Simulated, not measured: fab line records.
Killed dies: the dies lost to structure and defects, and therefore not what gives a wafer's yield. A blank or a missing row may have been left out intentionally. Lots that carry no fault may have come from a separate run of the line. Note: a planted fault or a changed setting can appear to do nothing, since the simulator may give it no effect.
What tool caused it? | flow nand harc | route of 1302 steps, sampled at 1 step: 12 lots, 36 wafers

== WHAT EACH GAUGE READ, for each wafer ==
NHARC_P_ZERO_WELL_CD_MEAS_11: target cd 500 nm.
lot  | measured     | on        | cd nm (nm)
L075 | day 2 07:07  | cd sem-02 | 499.6 498.4 498.8
L077 | day 3 03:08  | cd sem-02 | 503.2 502.5 501.1
L079 | day 3 23:07  | cd sem-01 | 501.9 501.1 498.6
L081 | day 4 19:07  | cd sem-02 | 498.5 499.5 497.7
L083 | day 5 15:15  | cd sem-01 | 500.1 499.4 500.5
L085 | day 6 11:07  | cd sem-02 | 498.6 499.4 502.5
L087 | day 7 07:14  | cd sem-01 | 499.0 502.8 500.7
L089 | day 8 03:14  | cd sem-03 | 502.9 500.1 500.8
L091 | day 8 23:14  | cd sem-03 | 502.5 501.6 500.8
L093 | day 9 19:14  | cd sem-03 | 502.2 504.3 502.5
L095 | day 10 15:07 | cd sem-01 | 498.0 500.0 501.2
L097 | day 11 11:07 | cd sem-02 | 499.4 499.4 502.9

== WHAT TOOL EACH LOT RAN ON (gives the tool, then ch and the chambers of the sampled wafers, and finally the start) ==
There is no process step in the record ahead of these readings.

== THE ANSWER, worked out from the rows above alone ==
Rule: usual is defined by the lots themselves. The widest of any qualifying gaps counts: lots, ordered by their means at a reading, are off when they make up no more than a third of the lots, leave a main group of 4 or more, and stand apart from it by 3 or more times the standard deviation of that group's means. Not used: any main group whose means are identical at the precision the tables above print for the reading. Also off: a lot with no number at a reading for which 4 or more lots have one. The other lots that the step has rows for count as sound.
None of the lots is off at any reading shown; this tells nothing.

== WHAT HAD BEEN PUT IN BY THE SIMULATOR ==
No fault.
